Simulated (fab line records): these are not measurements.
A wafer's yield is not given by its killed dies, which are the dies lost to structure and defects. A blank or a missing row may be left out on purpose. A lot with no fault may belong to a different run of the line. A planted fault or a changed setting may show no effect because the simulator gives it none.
Chamber matching    flow n5Finfet    N5_MOL_CONTACT_COAG_STRIP_98 on rieDiel-05 has 4 sister chambers
The step strips in N2/H2. 20 wafers are shown with their chamber, then 10 later ones without.

## WAFERS PAIRED WITH THEIR CHAMBERS
wafer   chamber  drypumpMotorCurrentA (A)  throttleValvePct (%)  showerheadPlenumPTorr (Torr)
L074.1  2        5.8                       19.02                 3.18
L074.2  3        6.3                       19.28                 3.47
L074.3  0        5.5                       18.59                 3.50
L075.1  1        5.4                       19.10                 3.12
L075.4  0        5.5                       18.60                 3.50
L075.5  1        5.4                       19.08                 3.12
L077.2  1        5.4                       19.05                 3.12
L077.3  0        5.5                       18.61                 3.50
L077.6  0        5.5                       18.61                 3.50
L081.1  0        5.5                       18.61                 3.49
L081.3  3        6.4                       19.33                 3.46
L081.6  1        5.4                       19.07                 3.11
L082.1  1        5.4                       19.10                 3.11
L082.2  0        5.5                       18.63                 3.49
L082.6  3        6.3                       19.33                 3.46
L088.1  0        5.5                       18.67                 3.49
L088.2  3        6.4                       19.35                 3.45
L088.5  3        6.3                       19.34                 3.45
L092.1  1        5.4                       19.11                 3.10
L092.3  2        5.8                       18.65                 3.58

SIGNATURES (means of the wafers above)
reading                chamber 0  chamber 1  chamber 2  chamber 3  scatter within a chamber
drypumpMotorCurrentA   5.500      5.400      5.800      6.340      0.0274
throttleValvePct       18.6171    19.0850    18.8350    19.3260    0.0698
showerheadPlenumPTorr  3.4957     3.1133     3.3800     3.4580     0.0711
Rule: for a wafer and a chamber, the distance is found by dividing, reading by reading, the gap between the wafer's reading and the chamber's mean by the reading's scatter, squaring, summing and taking the root. The wafer belongs to the nearest chamber; if the next one is less than 2 further off, it can't be placed. The scatter: the root of (the sum of the squares of (reading less its chamber's mean) over the shown wafers, divided by (wafers less chambers)).

## WAFERS MISSING THEIR CHAMBER
wafer   drypumpMotorCurrentA (A)  throttleValvePct (%)  showerheadPlenumPTorr (Torr)
L092.5  5.6                       18.63                 3.48
L093.3  5.4                       19.12                 3.10
L093.5  5.5                       19.11                 3.10
L093.6  5.8                       18.65                 3.57
L095.2  5.6                       18.66                 3.48
L095.5  5.5                       18.67                 3.48
L095.6  6.3                       19.38                 3.45
L097.2  5.4                       19.11                 3.10
L097.4  5.8                       18.64                 3.57
L097.6  5.4                       19.12                 3.10

## CHAMBER TAKEN BY EACH
wafer   from the rows above  in truth
L092.5  0                    0
L093.3  1                    1
L093.5  1                    1
L093.6  2                    2
L095.2  0                    0
L095.5  0                    0
L095.6  3                    3
L097.2  1                    1
L097.4  2                    2
L097.6  1                    1
10 of 10 placed correctly. Number that these rows cannot place: 0. Number placed wrongly: 0.
